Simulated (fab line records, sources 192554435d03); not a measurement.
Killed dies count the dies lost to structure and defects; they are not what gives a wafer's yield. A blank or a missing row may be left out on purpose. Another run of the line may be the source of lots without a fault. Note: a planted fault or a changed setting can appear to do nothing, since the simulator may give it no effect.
What tool caused it? || flow n5_finfet || 10 lots with 27 wafers sampled at 6 steps, on a route of 1938 steps

## WHAT THE GAUGES SHOWED, per wafer
N5_BEOL_M0_RS_MEAS_126: uses a four-point probe to measure.
{"lot": "L368", "measured": "day 6 10:27", "on": "film_metro-02", "M0_RS (ohm/sq)": "0.513 0.527 0.505"}
{"lot": "L370", "measured": "day 6 15:22", "on": "film_metro-02", "M0_RS (ohm/sq)": "0.517 0.526 0.523"}
{"lot": "L374", "measured": "day 7 14:23", "on": "film_metro-02", "M0_RS (ohm/sq)": "0.528 0.521 0.526"}
{"lot": "L376", "measured": "day 8 06:22", "on": "film_metro-02", "M0_RS (ohm/sq)": "0.528 0.521 0.512"}
{"lot": "L378", "measured": "day 8 13:31", "on": "film_metro-02", "M0_RS (ohm/sq)": "0.535 0.507 0.519"}
{"lot": "L379", "measured": "day 9 06:31", "on": "film_metro-01", "M0_RS (ohm/sq)": "0.563 0.536 0.538"}
{"lot": "L381", "measured": "day 9 13:07", "on": "film_metro-01", "M0_RS (ohm/sq)": "0.537 0.552 0.527"}
{"lot": "L384", "measured": "day 10 09:27", "on": "film_metro-01", "M0_RS (ohm/sq)": "0.526 0.723"}
{"lot": "L387", "measured": "day 10 19:49", "on": "film_metro-01", "M0_RS (ohm/sq)": "0.542 0.712"}
{"lot": "L388", "measured": "day 11 07:07", "on": "film_metro-02", "M0_RS (ohm/sq)": "0.770 0.831"}

N5_BEOL_M4_RC_MEAS_101.
{"lot": "L368", "measured": "day 8 15:29", "on": "prober-01", "DIBL_N (mV/V)": "35.6 39.3 37.9", "DIBL_P (mV/V)": "34.3 38.9 37.1", "IOFF_N (nA/um)": "0.13 0.22 0.19", "IOFF_P (nA/um)": "0.14 0.20 0.18", "ION_N (uA/um)": "654 684 686", "ION_P (uA/um)": "441 455 455", "SS_N (mV/dec)": "71.5 73.0 72.5", "SS_P (mV/dec)": "72.4 73.8 73.3", "VT_N (mV)": "255 247 249", "VT_P (mV)": "-257 -256 -254"}
{"lot": "L370", "measured": "day 9 05:58", "on": "prober-01", "DIBL_N (mV/V)": "35.3 36.9 31.4", "DIBL_P (mV/V)": "35.4 36.0 29.3", "IOFF_N (nA/um)": "0.15 0.16 0.09", "IOFF_P (nA/um)": "0.19 0.18 0.12", "ION_N (uA/um)": "690 677 657", "ION_P (uA/um)": "464 453 449", "SS_N (mV/dec)": "71.8 71.4 70.0", "SS_P (mV/dec)": "73.3 72.7 71.3", "VT_N (mV)": "245 250 256", "VT_P (mV)": "-253 -255 -259"}
{"lot": "L374", "measured": "day 9 10:58", "on": "prober-01", "DIBL_N (mV/V)": "34.8 37.2 34.0", "DIBL_P (mV/V)": "33.8 36.0 32.3", "IOFF_N (nA/um)": "0.13 0.16 0.12", "IOFF_P (nA/um)": "0.16 0.18 0.13", "ION_N (uA/um)": "664 678 660", "ION_P (uA/um)": "456 457 448", "SS_N (mV/dec)": "71.1 71.7 70.9", "SS_P (mV/dec)": "73.1 73.2 71.5", "VT_N (mV)": "251 248 255", "VT_P (mV)": "-257 -253 -257"}
{"lot": "L376", "measured": "day 10 10:04", "on": "prober-01", "DIBL_N (mV/V)": "35.4 33.4 37.0", "DIBL_P (mV/V)": "34.8 32.0 37.2", "IOFF_N (nA/um)": "0.16 0.12 0.20", "IOFF_P (nA/um)": "0.21 0.17 0.26", "ION_N (uA/um)": "662 666 682", "ION_P (uA/um)": "463 464 465", "SS_N (mV/dec)": "71.6 71.6 73.0", "SS_P (mV/dec)": "72.6 72.0 73.6", "VT_N (mV)": "246 251 245", "VT_P (mV)": "-248 -251 -245"}
{"lot": "L378", "measured": "day 10 15:20", "on": "prober-01", "DIBL_N (mV/V)": "36.0 36.2 37.3", "DIBL_P (mV/V)": "34.6 34.6 35.1", "IOFF_N (nA/um)": "0.13 0.15 0.15", "IOFF_P (nA/um)": "0.21 0.20 0.19", "ION_N (uA/um)": "649 677 661", "ION_P (uA/um)": "450 466 450", "SS_N (mV/dec)": "71.0 71.3 71.3", "SS_P (mV/dec)": "73.0 73.2 72.4", "VT_N (mV)": "250 246 249", "VT_P (mV)": "-251 -252 -251"}
{"lot": "L379", "measured": "day 11 11:31", "on": "prober-02", "DIBL_N (mV/V)": "34.3 39.5 32.7", "DIBL_P (mV/V)": "34.2 41.3 31.6", "IOFF_N (nA/um)": "0.13 0.25 0.11", "IOFF_P (nA/um)": "0.17 0.31 0.14", "ION_N (uA/um)": "660 712 669", "ION_P (uA/um)": "454 480 457", "SS_N (mV/dec)": "71.3 72.6 70.9", "SS_P (mV/dec)": "71.9 74.3 72.1", "VT_N (mV)": "251 242 253", "VT_P (mV)": "-253 -243 -254"}
{"lot": "L381", "measured": "day 11 12:50", "on": "prober-01", "DIBL_N (mV/V)": "35.2 35.3 33.4", "DIBL_P (mV/V)": "34.9 34.9 32.1", "IOFF_N (nA/um)": "0.15 0.14 0.12", "IOFF_P (nA/um)": "0.21 0.21 0.17", "ION_N (uA/um)": "683 679 674", "ION_P (uA/um)": "467 469 462", "SS_N (mV/dec)": "71.2 71.3 71.4", "SS_P (mV/dec)": "73.5 73.1 72.2", "VT_N (mV)": "248 249 254", "VT_P (mV)": "-248 -249 -250"}
{"lot": "L384", "measured": "day 12 14:50", "on": "prober-01", "DIBL_N (mV/V)": "37.6 35.6", "DIBL_P (mV/V)": "37.1 36.4", "IOFF_N (nA/um)": "0.17 0.13", "IOFF_P (nA/um)": "0.22 0.20", "ION_N (uA/um)": "678 662", "ION_P (uA/um)": "467 464", "SS_N (mV/dec)": "71.9 71.2", "SS_P (mV/dec)": "73.8 72.4", "VT_N (mV)": "248 254", "VT_P (mV)": "-246 -250"}
{"lot": "L387", "measured": "day 12 22:39", "on": "prober-01", "DIBL_N (mV/V)": "36.2 37.8", "DIBL_P (mV/V)": "36.9 38.8", "IOFF_N (nA/um)": "0.18 0.20", "IOFF_P (nA/um)": "0.22 0.24", "ION_N (uA/um)": "694 696", "ION_P (uA/um)": "472 471", "SS_N (mV/dec)": "72.3 72.2", "SS_P (mV/dec)": "72.9 73.0", "VT_N (mV)": "247 245", "VT_P (mV)": "-249 -245"}
{"lot": "L388", "measured": "day 13 15:20", "on": "prober-01", "DIBL_N (mV/V)": "35.9 39.2", "DIBL_P (mV/V)": "34.1 39.1", "IOFF_N (nA/um)": "0.13 0.20", "IOFF_P (nA/um)": "0.15 0.22", "ION_N (uA/um)": "656 709", "ION_P (uA/um)": "449 469", "SS_N (mV/dec)": "71.6 72.2", "SS_P (mV/dec)": "72.8 74.6", "VT_N (mV)": "255 245", "VT_P (mV)": "-254 -253"}

## TOOL THAT RAN EACH LOT (tool first, then ch and the chambers of the sampled wafers, then the start)
{"lot": "L368", "N5_BEOL_M0_SAQP_ILD_DEP_01": "pecvd-02 ch 0,1,2, day 5 15:47", "N5_BEOL_M0_DEGAS_112": "pvd_sputter-03, day 6 06:42", "N5_BEOL_M0_SURFACE_TREAT_137": "pvd_sputter-02, day 6 07:10", "N5_BEOL_M1_PECVD_72": "pecvd-04 ch 0,1,2, day 6 10:38"}
{"lot": "L370", "N5_BEOL_M0_SAQP_ILD_DEP_01": "pecvd-01 ch 1,2, day 6 03:32", "N5_BEOL_M0_DEGAS_112": "pvd_sputter-01, day 6 13:28", "N5_BEOL_M0_SURFACE_TREAT_137": "pvd_sputter-02, day 6 13:47", "N5_BEOL_M1_PECVD_72": "pecvd-01 ch 1,2, day 6 15:32"}
{"lot": "L374", "N5_BEOL_M0_SAQP_ILD_DEP_01": "pecvd-02 ch 0,1,2, day 6 23:07", "N5_BEOL_M0_DEGAS_112": "pvd_sputter-03, day 7 11:46", "N5_BEOL_M0_SURFACE_TREAT_137": "pvd_sputter-02, day 7 12:10", "N5_BEOL_M1_PECVD_72": "pecvd-01 ch 0,2, day 7 14:33"}
{"lot": "L376", "N5_BEOL_M0_SAQP_ILD_DEP_01": "pecvd-02 ch 0,1, day 7 18:22", "N5_BEOL_M0_DEGAS_112": "pvd_sputter-02, day 8 04:20", "N5_BEOL_M0_SURFACE_TREAT_137": "pvd_sputter-01, day 8 04:43", "N5_BEOL_M1_PECVD_72": "pecvd-01 ch 0,2, day 8 06:33"}
{"lot": "L378", "N5_BEOL_M0_SAQP_ILD_DEP_01": "pecvd-02 ch 1,2, day 7 21:22", "N5_BEOL_M0_DEGAS_112": "pvd_sputter-03, day 8 11:31", "N5_BEOL_M0_SURFACE_TREAT_137": "pvd_sputter-02, day 8 11:52", "N5_BEOL_M1_PECVD_72": "pecvd-04 ch 0,2, day 8 13:41"}
{"lot": "L379", "N5_BEOL_M0_SAQP_ILD_DEP_01": "pecvd-02 ch 0,1, day 8 08:53", "N5_BEOL_M0_DEGAS_112": "pvd_sputter-03, day 9 04:31", "N5_BEOL_M0_SURFACE_TREAT_137": "pvd_sputter-01, day 9 04:53", "N5_BEOL_M1_PECVD_72": "pecvd-03 ch 0,1, day 9 06:41"}
{"lot": "L381", "N5_BEOL_M0_SAQP_ILD_DEP_01": "pecvd-04 ch 0,2, day 9 00:05", "N5_BEOL_M0_DEGAS_112": "pvd_sputter-03, day 9 11:06", "N5_BEOL_M0_SURFACE_TREAT_137": "pvd_sputter-03, day 9 11:28", "N5_BEOL_M1_PECVD_72": "pecvd-03 ch 0,1,2, day 9 13:17"}
{"lot": "L384", "N5_BEOL_M0_SAQP_ILD_DEP_01": "pecvd-02 ch 1,2, day 9 18:14", "N5_BEOL_M0_DEGAS_112": "pvd_sputter-03, day 10 07:01", "N5_BEOL_M0_SURFACE_TREAT_137": "pvd_sputter-03, day 10 07:25", "N5_BEOL_M1_PECVD_72": "pecvd-01 ch 0, day 10 09:37"}
{"lot": "L387", "N5_BEOL_M0_SAQP_ILD_DEP_01": "pecvd-02 ch 2, day 10 06:59", "N5_BEOL_M0_DEGAS_112": "pvd_sputter-03, day 10 17:40", "N5_BEOL_M0_SURFACE_TREAT_137": "pvd_sputter-03, day 10 18:05", "N5_BEOL_M1_PECVD_72": "pecvd-01 ch 2, day 10 20:01"}
{"lot": "L388", "N5_BEOL_M0_SAQP_ILD_DEP_01": "pecvd-02 ch 1,2, day 10 16:02", "N5_BEOL_M0_DEGAS_112": "pvd_sputter-02, day 11 04:46", "N5_BEOL_M0_SURFACE_TREAT_137": "pvd_sputter-03, day 11 05:08", "N5_BEOL_M1_PECVD_72": "pecvd-04 ch 1,2, day 11 07:17"}
- N5_BEOL_M0_SAQP_ILD_DEP_01: deposits SiOC from DEMS/O2, target thk 45.419 nm, time 8.7 s.
- N5_BEOL_M0_DEGAS_112: time 60 s.
- N5_BEOL_M0_SURFACE_TREAT_137
- N5_BEOL_M1_PECVD_72: deposits SiO2 from TEOS/O2, target thk 16 nm, time 18 s.

## WHAT THE TOOLS THEMSELVES READ (means of the sampled wafers that have a number; where no wafer has one, the mark that the record gives instead)
N5_BEOL_M0_SAQP_ILD_DEP_01.
{"lot": "L368", "tool": "pecvd-02", "heater_power_w (W)": 449, "showerhead_plenum_p_Torr (Torr)": 5.712, "throttle_valve_pct (%)": 12.4}
{"lot": "L370", "tool": "pecvd-01", "heater_power_w (W)": 441, "showerhead_plenum_p_Torr (Torr)": 5.697, "throttle_valve_pct (%)": 12.4}
{"lot": "L374", "tool": "pecvd-02", "heater_power_w (W)": 455, "showerhead_plenum_p_Torr (Torr)": 5.708, "throttle_valve_pct (%)": 12.2}
{"lot": "L376", "tool": "pecvd-02", "heater_power_w (W)": 429, "showerhead_plenum_p_Torr (Torr)": 5.713, "throttle_valve_pct (%)": 12.8}
{"lot": "L378", "tool": "pecvd-02", "heater_power_w (W)": 459, "showerhead_plenum_p_Torr (Torr)": 5.709, "throttle_valve_pct (%)": 12.1}
{"lot": "L379", "tool": "pecvd-02", "heater_power_w (W)": 483, "showerhead_plenum_p_Torr (Torr)": 5.706, "throttle_valve_pct (%)": 12.5}
{"lot": "L381", "tool": "pecvd-04", "heater_power_w (W)": 492, "showerhead_plenum_p_Torr (Torr)": 5.689, "throttle_valve_pct (%)": 11.0}
{"lot": "L384", "tool": "pecvd-02", "heater_power_w (W)": 438, "showerhead_plenum_p_Torr (Torr)": 5.706, "throttle_valve_pct (%)": 12.4}
{"lot": "L387", "tool": "pecvd-02", "heater_power_w (W)": 460, "showerhead_plenum_p_Torr (Torr)": 5.713, "throttle_valve_pct (%)": 11.5}
{"lot": "L388", "tool": "pecvd-02", "heater_power_w (W)": 432, "showerhead_plenum_p_Torr (Torr)": 5.708, "throttle_valve_pct (%)": 12.4}

N5_BEOL_M0_DEGAS_112.
{"lot": "L368", "tool": "pvd_sputter-03", "heater_power_w (W)": 339}
{"lot": "L370", "tool": "pvd_sputter-01", "heater_power_w (W)": 307}
{"lot": "L374", "tool": "pvd_sputter-03", "heater_power_w (W)": 327}
{"lot": "L376", "tool": "pvd_sputter-02", "heater_power_w (W)": 342}
{"lot": "L378", "tool": "pvd_sputter-03", "heater_power_w (W)": 348}
{"lot": "L379", "tool": "pvd_sputter-03", "heater_power_w (W)": 343}
{"lot": "L381", "tool": "pvd_sputter-03", "heater_power_w (W)": 339}
{"lot": "L384", "tool": "pvd_sputter-03", "heater_power_w (W)": 364}
{"lot": "L387", "tool": "pvd_sputter-03", "heater_power_w (W)": 317}
{"lot": "L388", "tool": "pvd_sputter-02", "heater_power_w (W)": 327}

N5_BEOL_M1_PECVD_72.
{"lot": "L368", "tool": "pecvd-04", "heater_power_w (W)": 740, "showerhead_plenum_p_Torr (Torr)": 8.77, "throttle_valve_pct (%)": 21.0}
{"lot": "L370", "tool": "pecvd-01", "heater_power_w (W)": 676, "showerhead_plenum_p_Torr (Torr)": 8.74, "throttle_valve_pct (%)": 23.5}
{"lot": "L374", "tool": "pecvd-01", "heater_power_w (W)": 715, "showerhead_plenum_p_Torr (Torr)": 8.78, "throttle_valve_pct (%)": 22.3}
{"lot": "L376", "tool": "pecvd-01", "heater_power_w (W)": 707, "showerhead_plenum_p_Torr (Torr)": 8.76, "throttle_valve_pct (%)": 21.9}
{"lot": "L378", "tool": "pecvd-04", "heater_power_w (W)": 697, "showerhead_plenum_p_Torr (Torr)": 8.75, "throttle_valve_pct (%)": 20.9}
{"lot": "L379", "tool": "pecvd-03", "heater_power_w (W)": 718, "showerhead_plenum_p_Torr (Torr)": 8.69, "throttle_valve_pct (%)": 22.6}
{"lot": "L381", "tool": "pecvd-03", "heater_power_w (W)": 764, "showerhead_plenum_p_Torr (Torr)": 8.74, "throttle_valve_pct (%)": 22.0}
{"lot": "L384", "tool": "pecvd-01", "heater_power_w (W)": 899, "showerhead_plenum_p_Torr (Torr)": 8.77, "throttle_valve_pct (%)": 20.8}
{"lot": "L387", "tool": "pecvd-01", "heater_power_w (W)": 614, "showerhead_plenum_p_Torr (Torr)": 8.77, "throttle_valve_pct (%)": 19.6}
{"lot": "L388", "tool": "pecvd-04", "heater_power_w (W)": 764, "showerhead_plenum_p_Torr (Torr)": 8.80, "throttle_valve_pct (%)": 21.1}

## THE ANSWER, worked out from the rows above alone
Rule: usual is defined by the lots themselves. The widest of any qualifying gaps counts: lots, ordered by their means at a reading, are off when they make up no more than a third of the lots, leave a main group of 4 or more, and stand apart from it by 3 or more times the standard deviation of that group's means. A main group is skipped when, at the precision printed for the reading in the tables above, its means are all equal. Also off: a lot with no number at a reading for which 4 or more lots have one. The other lots that the step has rows for count as sound. Order of review: gauges by route order, followed by the tools' own readings, for which a lot's mean as printed above is used. The first step at which some lot is off is used, and at that step the reading that is off furthest; a lot without a number counts as furthest.
Off: L384, L387, L388, at N5_BEOL_M0_RS_MEAS_126 (M0_RS). Main group: mean 0.527 ohm/sq, sd 0.01.
If a tool, at a process step before that reading, ran all the lots that are off and no sound lot after the first of them, it fits. Those tools and the gauges at N5_BEOL_M0_RS_MEAS_126 are tried in the same way. Undecided on this evidence; 2 tools fit (pecvd-02 at N5_BEOL_M0_SAQP_ILD_DEP_01, pvd_sputter-03 at N5_BEOL_M0_SURFACE_TREAT_137).

## WHAT THE SIMULATOR HAD INSERTED
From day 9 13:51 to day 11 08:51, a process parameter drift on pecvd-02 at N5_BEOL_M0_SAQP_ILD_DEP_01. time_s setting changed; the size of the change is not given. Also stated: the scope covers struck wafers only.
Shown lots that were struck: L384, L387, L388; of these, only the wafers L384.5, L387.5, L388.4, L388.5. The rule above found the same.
